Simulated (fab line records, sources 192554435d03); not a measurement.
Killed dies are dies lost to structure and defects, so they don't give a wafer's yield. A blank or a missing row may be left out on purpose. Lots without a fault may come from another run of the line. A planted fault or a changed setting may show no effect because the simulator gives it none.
One fault seen from 3 desks | flow n5_finfet | each desk has only its own numbers; what lay behind them comes last

THE TOOL OWNER'S DESK: rie_diel-04
The tool's own readings at N5_BEOL_M11_ETCH_65 (etches SiARC in CF4, target depth 39 nm, time 65 s): means of the sampled wafers that have a number, for each lot that ran on this tool. A lot is out of limits, marked OUT, if its mean lies more than 4 standard deviations from the usual mean; the brackets give that distance.
Columns: A = bias_w at N5_BEOL_M11_ETCH_65, usual 36.00 W; B = drypump_motor_current_A at N5_BEOL_M11_ETCH_65, usual 5.7 A; C = etch_rf_on_time_s at N5_BEOL_M11_ETCH_65, usual 65.7 s; D = oes_product_au at N5_BEOL_M11_ETCH_65, usual 0.68 a.u.; E = rf_vpp_V at N5_BEOL_M11_ETCH_65, usual 184.5 V; F = showerhead_plenum_p_Torr at N5_BEOL_M11_ETCH_65, usual 2.18 Torr; G = throttle_valve_pct at N5_BEOL_M11_ETCH_65, usual 15.50 %
lot  | first seen here | A     | B   | C              | D    | E     | F    | G
L891 | day 13 15:02    | 36.06 | 5.8 | 66.2           | 0.69 | 185.1 | 2.24 | 15.42
L900 | day 15 21:34    | 35.84 | 5.2 | 94.0 (+16) OUT | 0.60 | 184.2 | 2.16 | 15.25
L898 | day 15 22:20    | 35.88 | 5.9 | 92.8 (+15) OUT | 0.60 | 183.6 | 2.14 | 15.45
L901 | day 16 05:13    | 36.18 | 5.6 | 97.1 (+17) OUT | 0.59 | 184.1 | 2.16 | 15.51
This desk's finding: out of limits on L898, L900, L901; first on L900, day 15 21:34 (etch_rf_on_time_s at N5_BEOL_M11_ETCH_65). In limits: L891.

THE METROLOGY DESK
What the gauges read, lot by lot, whatever tool the lot ran on: means of the sampled wafers that have a number. A lot is out of limits, marked OUT, if its mean lies more than 4 standard deviations from the usual mean; the brackets give that distance.
Columns: A = cd_nm at N5_BEOL_M11_CD_MEAS_28, usual 70.1 nm; B = V10_OVL at N5_BEOL_M11_OVL_MEAS_29, usual 0.3 nm
lot  | first seen here | A    | B
L882 | day 10 19:23    | 70.3 | -0.8
L886 | day 11 23:40    | 68.8 | -0.0
L888 | day 12 06:55    | 71.5 | 0.5
L891 | day 13 14:38    | 69.1 | 0.7
L900 | day 15 21:13    | 69.8 | -1.4
L898 | day 15 21:23    | 68.8 | 0.8
L901 | day 16 05:05    | 68.2 | 0.3
This desk's finding: nothing out of limits on any of the 7 lots.

THE DEFECT DESK
What the inspections along the route counted, lot by lot: means of the sampled wafers that have a number. A lot is out of limits, marked OUT, if its mean lies more than 4 standard deviations from the usual mean; the brackets give that distance.
Columns: A = raw_defect_count at N5_BEOL_M11_INSPECT_30, usual 430
lot  | first seen here | A
L882 | day 10 19:26    | 393
L886 | day 11 23:43    | 372
L888 | day 12 06:58    | 382
L891 | day 13 14:44    | 333
L900 | day 15 21:16    | 346
L898 | day 15 21:26    | 508
L901 | day 16 05:09    | 374
This desk's finding: nothing out of limits on any of the 7 lots.

PUT TOGETHER
The tool owner's desk could have raised an alarm at day 15 21:34, on L898, L900, L901.
The metrology desk saw nothing out of limits.
The defect desk saw nothing out of limits.
The metrology desk has L898, L900, L901 on record, within its limits.
The defect desk has L898, L900, L901 on record, within its limits.
Of the lots named, all ran N5_BEOL_M11_ETCH_65 on rie_diel-04.

WHAT THE SIMULATOR HAD PUT IN
Process parameter drift: rie_diel-04, from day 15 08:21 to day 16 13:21, at N5_BEOL_M11_ETCH_65. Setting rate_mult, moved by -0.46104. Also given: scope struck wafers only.
Lots struck among those shown: L898, L900, L901.
Hours from the fault's start to each desk's first reading out of limits: the tool owner's desk, 13.
